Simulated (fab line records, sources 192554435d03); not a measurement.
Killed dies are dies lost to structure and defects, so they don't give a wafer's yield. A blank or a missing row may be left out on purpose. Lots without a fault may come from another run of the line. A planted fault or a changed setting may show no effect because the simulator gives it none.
Chamber matching | flow n5_finfet | N5_MOL_CONTACT_COAG_ALD_133 on ald_sin-01: 4 sister chambers
The step deposits SiO2, target thk 5 nm, pulse time 1 s, co reactant pulse time 1 s. 4 wafers are shown with their chamber, then 9 later ones without.

WAFERS WITH THEIR CHAMBER
wafer  | chamber | heater_power_w (W)
L088.1 | 1       | 92
L090.1 | 0       | 68
L090.2 | 3       | 84
L090.3 | 2       | 98

WAFERS WITHOUT THEIR CHAMBER
wafer  | heater_power_w (W)
L092.1 | 84
L092.2 | 95
L092.3 | 68
L093.3 | 82
L093.4 | 99
L093.6 | 92
L096.1 | 93
L096.2 | 68
L096.5 | 69

WHICH CHAMBER EACH WENT THROUGH
wafer  | from the rows above     | in truth
L092.1 | 3                       | 3
L092.2 | can't be placed: 1 or 2 | 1
L092.3 | 0                       | 0
L093.3 | 3                       | 3
L093.4 | 2                       | 2
L093.6 | 1                       | 1
L096.1 | 1                       | 1
L096.2 | 0                       | 0
L096.5 | 0                       | 0
Placed correctly: 8 of 9. Can't be placed from these rows: 1 (the true chamber is among the candidates in 1). Placed wrongly: 0.
How it was worked out, from the rows above alone: a wafer's distance from a chamber is the root of the sum, over the readings, of the square of ((its reading less the chamber's mean) divided by the reading's scatter). The wafer belongs to the nearest chamber; if the next one is less than 2 further off, it can't be placed. A chamber's mean is the mean of its shown wafers. The scatter: with one shown wafer a chamber, the root of the mean of the squares of how far each hidden wafer lies from its nearest shown one.
